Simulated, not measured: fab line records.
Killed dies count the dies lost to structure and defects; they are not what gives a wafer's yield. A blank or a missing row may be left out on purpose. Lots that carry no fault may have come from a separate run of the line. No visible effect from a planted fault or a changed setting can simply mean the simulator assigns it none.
What tool caused it? | flow n5 finfet | Sampling: 10 lots, 29 wafers, 2 of 1938 route steps

## WHAT THE GAUGES READ, wafer by wafer
N5_PMOS_HMC_CHANNEL_EPI_OVL_MEAS_10.
lot  | measured    | on         | PMOS_HMC_BLK_OVL (nm)
L603 | day 1 17:02 | overlay-01 | -0.3 -0.5 -0.4
L604 | day 1 23:14 | overlay-02 | -1.6 -1.1 0.0
L606 | day 2 11:52 | overlay-02 | 1.3 -0.4 -0.5
L610 | day 3 11:09 | overlay-01 | -1.1 0.3 0.3
L611 | day 3 17:40 | overlay-01 | -0.6 -1.1 -0.3
L616 | day 5 00:17 | overlay-01 | 0.4 0.3 0.0
L618 | day 5 11:22 | overlay-02 | -0.6 -0.5 -0.9
L621 | day 6 05:49 | overlay-01 | -1.2 -1.0
L624 | day 6 23:42 | overlay-01 | -0.8 -2.1 -1.1
L626 | day 7 11:14 | overlay-01 | 0.4 -0.8 -0.5

## WHICH TOOL RAN EACH LOT (tool, then ch and the chambers of the sampled wafers, then the start)
lot  | N5_WELL_APT_DESCUM_30
L603 | rie diel-03 ch 0,2, day 1 15:03
L604 | rie diel-04 ch 0,1, day 1 21:02
L606 | rie diel-03 ch 0,1, day 2 09:41
L610 | rie diel-03 ch 0,3, day 3 08:54
L611 | rie diel-01 ch 1,2,3, day 3 15:29
L616 | rie diel-04 ch 0,2,3, day 4 21:41
L618 | rie diel-01 ch 0,1,2, day 5 09:05
L621 | rie diel-01 ch 2,3, day 6 03:13
L624 | rie diel-04 ch 0,2,3, day 6 21:22
L626 | rie diel-03 ch 1,2,3, day 7 08:56
- N5_WELL_APT_DESCUM_30: chemistry O2, time 7.9 s.

## THE ANSWER, worked out from the rows above alone
Rule: the lots themselves supply what counts as usual. The widest of any qualifying gaps counts: lots, ordered by their means at a reading, are off when they make up no more than a third of the lots, leave a main group of 4 or more, and stand apart from it by 3 or more times the standard deviation of that group's means. The tables above print the reading to a certain number of digits; a main group whose means all agree to those digits is not used. A lot without any number at a reading at which 4 lots or more have one is off too. Any other lot the step has rows for is counted as sound.
Nothing can be told from this: no lot is off at any reading shown.

## WHAT THE SIMULATOR HAD PUT IN
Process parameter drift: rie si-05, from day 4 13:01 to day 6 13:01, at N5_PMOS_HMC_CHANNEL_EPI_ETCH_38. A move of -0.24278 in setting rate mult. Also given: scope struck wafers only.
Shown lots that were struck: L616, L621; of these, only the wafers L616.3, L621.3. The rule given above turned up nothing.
